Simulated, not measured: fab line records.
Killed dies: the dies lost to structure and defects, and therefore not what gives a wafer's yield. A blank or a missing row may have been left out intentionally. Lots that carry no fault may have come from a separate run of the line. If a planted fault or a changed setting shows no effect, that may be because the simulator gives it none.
fab line records ; flow n5-finfet
record lots=10; wafers=27; last-day=18
route steps=1938 shown BEOL_M2@923 BEOL_M3@948 BEOL_M4@1111
lots that met no fault: from a run of the same line without faults
start-h: hours from the record's first day to the start of the lot's first wafer shown ; wait-h: time in hours since the lot's previous step ; " repeats the value in the row above ; L1.1+2: a row that stands for several wafers ; - no value, or no start was given ; * or withheld: withheld ; < > ~ a bound
route shown NAME@n: NAME is a module with steps in the file, n the number in the route of the first one ; usual: mean and standard deviation over wafers with no fault ; same: alike in all rows ; chamber/n: place in a boat ; sites: per-site readings ; _std_site: the standard deviation of these ; _edge_site: mean of outer sites minus mean of inner sites ; radius-mm: for every site, how far away it sits from the centre of the wafer ; mask NAME#n: copy n ; behind: tool/chamber where the wafer was last shaped ; hold: why the lot went on hold/how many hours it stayed there/how the hold came to an end ; device: transistor that didn't switch, given as n, p or np ; end of line: tests run on the same wafers once the route is complete ; where a step has no rows: the recipe by itself ; killed: count of dies lost to structure and defects at first sort (not the wafer's yield) ; map: a wafer's dies, x killed, . not, _ none there
set.NAME: the setting as run; set.NAME@STEP: as run at that earlier step ; model.NAME: the simulator's own value behind a step, which no gauge read
a sample of lots followed through the steps of the route, with each step as a table and each wafer as a row
services: from which hour (start-h, from the record's first day; less than 0 if before it) a tool's chamber was out of use, for how many hours, and why
## steps
# step N5_BEOL_M2_CMP_52
# recipe stop-on=SiOC; t-overpolish-s=6.8; down-force-psi=1; platen-rpm=50; clearing-platen-down-force-psi=1.5; clearing-platen-rpm=50; post-cmp-clean=cu-alkaline; target-thk-nm=40; clearing-platen-pad-velocity-m-s=0.99484; pad-velocity-m-s=0.99484
# usual barrier-field-endpoint-s=24.3/0.62; clearing-platen-rpm=50.002/0.029; motor-current-A=5.8/0.72; overpolish-run-s=6.800/0.0095; time-to-endpoint-s=60.9/2.8
lot.wafer;tool;chamber;start-h;wait-h;barrier-field-endpoint-s;clearing-platen-rpm;motor-current-A;overpolish-run-s;time-to-endpoint-s
L812.2;cmp-04;3;156.37;0.2;24.5;50.042;5.8;6.817;62.1
L812.3;cmp-04;1;156.37;0.2;24.2;49.985;6.1;6.806;60.9
L812.5;cmp-04;3;156.37;0.2;24.2;49.979;6.2;6.791;58.1
L816.6;cmp-02;0;196.45;0.2;24.3;50.006;6.3;6.800;57.4
L816.5;cmp-02;1;196.45;0.2;24.7;49.992;5.1;6.807;60.4
L819.4;cmp-04;2;202.41;0.1;25.1;50.025;5.5;6.795;62.4
L819.3;cmp-04;3;202.41;0.1;24.2;50.001;6.0;6.802;60.5
L819.1;cmp-04;1;202.41;0.1;24.5;50.027;6.1;6.794;62.6
L821.4;cmp-03;3;206.99;0.2;26.2;49.981;5.3;6.810;67.7
L821.6;cmp-03;1;206.99;0.2;24.0;49.995;6.8;6.795;58.9
L822.1;cmp-02;1;211.16;0.3;23.4;49.966;5.1;6.813;61.0
L822.4;cmp-02;2;211.16;0.3;23.8;50.031;5.2;6.804;59.1
L822.2;cmp-02;3;211.16;0.3;23.7;50.009;7.2;6.790;59.8
L828.4;cmp-02;1;247.13;0.3;24.8;50.033;4.9;6.794;61.8
L828.5;cmp-02;2;247.13;0.3;25.4;50.051;5.2;6.800;62.2
L828.6;cmp-02;3;247.13;0.3;25.1;50.008;6.8;6.785;57.8
L827.1;cmp-02;1;255.74;0.3;25.2;50.012;5.0;6.788;63.1
L827.2;cmp-02;0;255.74;0.3;24.9;49.985;5.8;6.805;61.7
L827.6;cmp-02;2;255.74;0.3;25.5;50.010;5.1;6.810;64.5
L830.3;cmp-02;1;266.07;0.2;25.4;49.995;4.9;6.808;62.4
L830.4;cmp-02;3;266.07;0.2;25.0;50.010;7.0;6.810;61.9
L830.6;cmp-02;1;266.07;0.2;24.9;49.984;5.1;6.805;61.3
L832.4;cmp-03;2;282.13;0.1;24.2;49.946;6.2;6.804;61.3
L832.1;cmp-03;0;282.13;0.1;23.8;49.968;4.9;6.803;61.6
L832.6;cmp-03;2;282.13;0.1;23.3;49.938;6.4;6.806;60.2
L833.4;cmp-02;0;291.53;0.1;24.0;50.029;5.8;6.803;61.4
L833.1;cmp-02;1;291.53;0.1;24.2;49.986;5.2;6.787;60.5
# step N5_BEOL_M2_CO_CAP_55
# recipe material=Co; target-thk-a=20; temp-c=200; precursor=CCTBA/H2; pressure-torr=30; time-s=102.1
# usual heater-power-outer-w=122/12; heater-power-w=235/26
lot.wafer;tool;chamber;start-h;wait-h;heater-power-outer-w;heater-power-w
L812.2;cvd-co-01;0;156.71;0.0;120;227
L812.3;cvd-co-01;2;156.71;0.0;113;237
L812.5;cvd-co-01;0;156.71;0.0;120;235
L816.5;cvd-co-02;0;196.71;0.0;119;213
L816.6;cvd-co-02;2;196.71;0.0;115;206
L819.1;cvd-co-02;2;202.97;0.0;115;202
L819.3;cvd-co-02;2;202.97;0.0;117;207
L819.4;cvd-co-02;1;202.97;0.0;148;285
L821.4;cvd-co-01;0;207.29;0.0;119;229
L821.6;cvd-co-01;2;207.29;0.0;112;235
L822.1;cvd-co-02;0;211.50;0.0;120;213
L822.2;cvd-co-02;1;211.50;0.0;149;281
L822.4;cvd-co-02;1;211.50;0.0;146;284
L828.4;cvd-co-01;1;247.42;0.0;118;232
L828.5;cvd-co-01;0;247.42;0.0;122;234
L828.6;cvd-co-01;2;247.42;0.0;109;231
L827.1;cvd-co-01;1;256.11;0.0;119;227
L827.2;cvd-co-01;0;256.11;0.0;118;230
L827.6;cvd-co-01;0;256.11;0.0;118;233
L830.3;cvd-co-02;1;266.44;0.0;151;285
L830.4;cvd-co-02;2;266.44;0.0;114;215
L830.6;cvd-co-02;1;266.44;0.0;145;294
L832.1;cvd-co-01;1;282.65;0.0;115;223
L832.4;cvd-co-01;0;282.65;0.0;119;238
L832.6;cvd-co-01;2;282.65;0.0;113;237
L833.1;cvd-co-02;1;291.90;0.0;150;287
L833.4;cvd-co-02;2;291.90;0.0;117;207
# step N5_BEOL_M2_DEP_57
# recipe material=SiCN; target-thk-a=80; temp-c=withheld; precursor=3MS/NH3; pressure-torr=3; rf-w=202; time-s=14
# usual showerhead-plenum-p-Torr=3.670/0.011; throttle-valve-pct=9.4/0.62
lot.wafer;tool;chamber;start-h;wait-h;showerhead-plenum-p-Torr;throttle-valve-pct
L812.2;pecvd-01;2;156.82;0.0;3.678;10.2
L812.3;pecvd-01;0;156.82;0.0;3.688;9.0
L812.5;pecvd-01;0;156.82;0.0;3.682;9.0
L816.5;pecvd-03;2;196.81;0.0;3.663;8.3
L816.6;pecvd-03;1;196.81;0.0;3.687;9.0
L819.1;pecvd-01;2;203.12;0.0;3.678;10.2
L819.3;pecvd-01;1;203.12;0.0;3.677;10.0
L819.4;pecvd-01;0;203.12;0.0;3.684;9.0
L821.4;pecvd-02;0;207.38;0.0;3.667;10.0
L821.6;pecvd-02;1;207.38;0.0;3.678;9.1
L822.1;pecvd-01;1;211.63;0.0;3.681;10.2
L822.2;pecvd-01;2;211.63;0.0;3.671;10.1
L822.4;pecvd-01;1;211.63;0.0;3.677;9.7
L828.4;pecvd-03;1;247.52;0.0;3.695;9.0
L828.5;pecvd-03;0;247.52;0.0;3.658;8.9
L828.6;pecvd-03;2;247.52;0.0;3.652;8.4
L827.1;pecvd-02;1;256.23;0.0;3.677;8.8
L827.2;pecvd-02;0;256.23;0.0;3.672;10.3
L827.6;pecvd-02;1;256.23;0.0;3.688;9.1
L830.3;pecvd-02;2;266.56;0.0;3.658;9.1
L830.4;pecvd-02;2;266.56;0.0;3.660;9.2
L830.6;pecvd-02;0;266.56;0.0;3.667;10.2
L832.1;pecvd-02;2;282.77;0.0;3.657;9.1
L832.4;pecvd-02;0;282.77;0.0;3.668;10.2
L832.6;pecvd-02;2;282.77;0.0;3.667;9.2
L833.1;pecvd-02;1;292.01;0.0;3.671;8.9
L833.4;pecvd-02;1;292.01;0.0;3.674;9.1
# step N5_BEOL_M3_ETCH_74
# recipe chemistry=N2/H2; target=underlayer; target-depth-a=65; mask-material=CAR-EUV; time-s=5.2; ion-energy-ev=200; pressure-mtorr=30; source-w=840; bias-w=150; n2-flow-sccm=200; h2-flow-sccm=200; ends=cleared
# usual bias-w=150.0/0.42; drypump-motor-current-A=5.64/0.3; etch-rf-on-time-s=5.19/0.12; oes-product-au=0.67/0.079; rf-vpp-V=524.8/1.9; showerhead-plenum-p-Torr=2.57/0.056; throttle-valve-pct=17.90/0.22
lot.wafer;tool;chamber;start-h;wait-h;bias-w;drypump-motor-current-A;etch-rf-on-time-s;oes-product-au;rf-hours-counter-h;rf-vpp-V;showerhead-plenum-p-Torr;throttle-valve-pct
L812.2;rie-diel-01;2;158.41;0.0;150.1;5.26;5.24;0.57;223;523.8;2.51;17.84
L812.3;rie-diel-01;0;158.41;0.0;150.1;6.10;5.37;0.79;5;524.7;2.62;17.98
L812.5;rie-diel-01;0;158.41;0.0;150.2;6.09;5.24;0.80;-;525.7;2.62;17.97
L816.5;rie-diel-05;2;198.75;0.0;150.1;5.55;5.14;0.72;-;524.6;2.59;18.03
L816.6;rie-diel-05;3;198.75;0.0;149.8;5.54;5.20;0.59;-;524.1;2.50;17.93
L819.1;rie-diel-05;0;205.66;0.0;149.9;6.03;5.06;0.64;174;527.8;2.64;17.84
L819.3;rie-diel-05;2;205.66;0.0;150.2;5.55;5.13;0.73;60;524.9;2.59;18.03
L819.4;rie-diel-05;3;205.66;0.0;149.9;5.55;5.28;0.59;224;523.6;2.49;17.93
L821.4;rie-diel-01;2;208.64;0.0;149.4;5.28;5.19;0.58;240;524.1;2.51;17.87
L821.6;rie-diel-01;3;208.64;0.0;150.1;5.74;5.13;0.63;-;524.9;2.63;17.66
L822.1;rie-diel-05;1;213.08;0.0;150.0;5.31;5.04;0.71;96;523.8;2.58;17.75
L822.2;rie-diel-05;2;213.08;0.0;150.1;5.56;5.14;0.72;62;524.3;2.59;18.02
L822.4;rie-diel-05;0;213.08;0.0;149.7;6.01;5.11;0.64;176;525.3;2.64;17.83
L828.4;rie-diel-05;1;252.29;0.0;150.1;5.28;7.52;0.55;108;523.5;2.58;17.73
L828.5;rie-diel-05;0;252.29;0.0;150.4;6.05;5.08;0.62;-;528.6;2.64;17.86
L828.6;rie-diel-05;1;252.29;0.0;150.1;5.30;7.50;0.56;-;523.7;2.58;17.75
L827.1;rie-diel-06;0;257.76;0.0;150.3;5.86;5.34;0.61;199;526.0;2.63;18.03
L827.2;rie-diel-06;3;257.76;0.0;149.7;5.35;5.05;0.69;102;521.1;2.47;18.03
L827.6;rie-diel-06;0;257.76;0.0;150.2;5.83;5.42;0.60;-;525.6;2.63;18.02
L830.3;rie-diel-05;0;268.20;0.0;149.9;6.02;5.09;0.63;191;525.4;2.63;17.86
L830.4;rie-diel-05;3;268.20;0.0;149.7;5.54;7.97;0.47;241;524.2;2.49;17.95
L830.6;rie-diel-05;3;268.20;0.0;149.9;5.55;7.99;0.47;-;522.4;2.49;17.95
L832.1;rie-diel-01;2;285.62;0.0;149.7;5.25;5.09;0.83;2;523.5;2.50;17.57
L832.4;rie-diel-01;3;285.62;0.0;150.1;5.75;5.09;0.62;235;526.0;2.61;17.71
L832.6;rie-diel-01;2;285.62;0.0;150.4;5.26;5.12;0.84;-;521.6;2.50;17.57
L833.1;rie-diel-01;2;293.62;0.0;150.0;5.28;5.16;0.84;5;522.8;2.50;17.58
L833.4;rie-diel-01;3;293.62;0.0;149.4;5.75;5.15;0.62;237;524.6;2.61;17.72
# step N5_BEOL_M4_RC_MEAS_101
# usual DIBL_N=35.8/1.5; DIBL_P=35.9/1.8; IOFF_N=0.152/0.025; IOFF_P=0.21/0.031; ION_N=672/11; ION_P=462/7.4; SS_N=71.5/0.52; SS_P=73.2/0.54; VT_N=250/3; VT_P=-250/3.3
lot.wafer;tool;chamber;start-h;wait-h;DIBL_N[mV/V];DIBL_P[mV/V];IOFF_N[nA/um];IOFF_P[nA/um];ION_N[uA/um];ION_P[uA/um];SS_N[mV/dec];SS_P[mV/dec];VT_N[mV];VT_P[mV]
L812.2;prober-02;0;178.93;0.2;37.5;36.4;0.161;0.23;675;467;71.4;73.3;249;-247
L812.3;prober-02;0;178.93;0.2;38.5;38.3;0.195;0.27;690;474;72.0;73.9;244;-245
L812.5;prober-02;0;178.93;0.2;35.5;34.8;0.131;0.20;665;465;71.7;73.3;251;-248
L816.5;prober-02;0;219.01;0.6;36.8;38.6;0.155;0.19;678;459;71.0;73.4;252;-252
L816.6;prober-02;0;219.01;0.6;37.5;38.5;0.170;0.20;676;463;70.9;73.9;251;-254
L819.1;prober-01;0;230.98;0.0;35.9;35.9;0.158;0.21;673;464;71.3;72.6;248;-245
L819.3;prober-01;0;230.98;0.0;36.2;36.9;0.169;0.23;684;469;71.0;73.7;248;-248
L819.4;prober-01;0;230.98;0.0;35.8;36.0;0.161;0.21;685;466;70.9;73.8;248;-251
L822.1;prober-01;0;236.76;0.0;37.1;37.8;0.177;0.23;667;458;71.3;74.7;248;-248
L822.2;prober-01;0;236.76;0.0;34.2;34.8;0.128;0.18;677;467;71.8;73.7;252;-250
L822.4;prober-01;0;236.76;0.0;35.5;36.5;0.145;0.20;672;459;71.3;74.1;251;-253
L821.4;prober-02;0;240.38;0.5;36.5;35.2;0.167;0.21;681;466;72.1;72.9;251;-246
L821.6;prober-02;0;240.38;0.5;35.9;34.6;0.151;0.20;670;462;70.9;73.4;250;-248
L828.4;prober-02;0;271.90;0.5;35.5;37.1;0.182;0.24;682;460;71.9;73.3;247;-247
L828.5;prober-02;0;271.90;0.5;34.3;37.2;0.175;0.24;694;471;71.1;72.5;245;-250
L828.6;prober-02;0;271.90;0.5;34.1;36.0;0.154;0.21;675;460;71.2;72.7;250;-248
L827.1;prober-01;0;284.90;0.0;34.6;35.8;0.160;0.20;672;456;71.6;73.2;247;-250
L827.2;prober-01;0;284.90;0.0;36.3;37.8;0.185;0.24;692;470;71.3;73.8;245;-250
L827.6;prober-01;0;284.90;0.0;35.0;36.7;0.175;0.22;701;472;71.0;73.5;246;-250
L830.3;prober-01;0;289.49;0.3;34.0;34.4;0.141;0.21;664;463;72.0;73.1;252;-247
L830.4;prober-01;0;289.49;0.3;33.5;34.2;0.127;0.20;648;457;70.8;72.4;253;-247
L830.6;prober-01;0;289.49;0.3;34.8;36.0;0.159;0.24;689;473;71.4;73.4;249;-246
L832.1;prober-01;0;303.34;0.0;36.0;35.4;0.146;0.22;676;467;71.5;73.1;251;-249
L832.4;prober-01;0;303.34;0.0;35.9;35.9;0.154;0.23;678;466;71.8;73.0;246;-248
L832.6;prober-01;0;303.34;0.0;35.4;35.1;0.144;0.21;693;468;71.3;72.4;251;-248
L833.1;prober-02;0;321.00;0.0;35.6;35.7;0.151;0.21;666;465;71.9;73.4;251;-251
L833.4;prober-02;0;321.00;0.0;35.0;34.9;0.137;0.19;675;472;71.3;72.8;256;-253
## services
tool;chamber;start-h;hours;kind
cmp-03;-;138.26;2.5;repair
rie-diel-06;2;149.71;12.8;repair
cmp-02;-;156.86;4.1;repair
pecvd-03;-;157.40;0.8;pm
rie-diel-01;3;157.99;1.5;repair
cmp-02;-;173.70;1.1;repair
cvd-co-01;-;174.11;0.4;repair
pecvd-03;-;174.99;5.5;repair
cmp-03;-;176.83;0.3;repair
rie-diel-06;1;177.25;22.2;repair
cmp-03;-;177.29;0.4;repair
pecvd-01;-;180.37;0.9;repair
pecvd-01;2;190.80;4.7;repair
cmp-04;-;193.84;4.0;pm
rie-diel-06;2;194.15;4.6;repair
pecvd-02;0;197.89;5.5;scheduled-down
cvd-co-02;0;201.54;3.7;repair
pecvd-01;0;207.72;6.4;repair
cmp-04;-;210.32;21.3;pm
cmp-02;-;223.08;0.3;repair
pecvd-02;-;233.00;0.7;repair
cmp-04;-;249.41;4.6;pm
rie-diel-06;0;274.36;3.1;repair
cmp-04;-;293.47;3.0;repair
## key
first-sign step=N5_BEOL_M3_ETCH_74; reading=etch-rf-on-time-s; direction=up; sigmas=21; usual=*; struck=*
effect step=N5_BEOL_M3_ETCH_74; reading=oes-product-au; direction=down; sigmas=2; usual=0.67; struck=0.51
met-at N5_BEOL_M3_ETCH_74
struck-lots L828,L830
struck-wafers L828.4,L828.6,L830.4,L830.6
not-acting-at N5_BEOL_M2_CMP_52,N5_BEOL_M2_CO_CAP_55,N5_BEOL_M2_DEP_57
onset-between 213.08 252.29
fault kind=process-parameter-drift; tool=rie-diel-05; chamber=-; onset-h=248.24; steps=N5_BEOL_M3_ETCH_74; channel=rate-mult; offset=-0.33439; shape=step; end-h=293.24; scope=struck-wafers-only
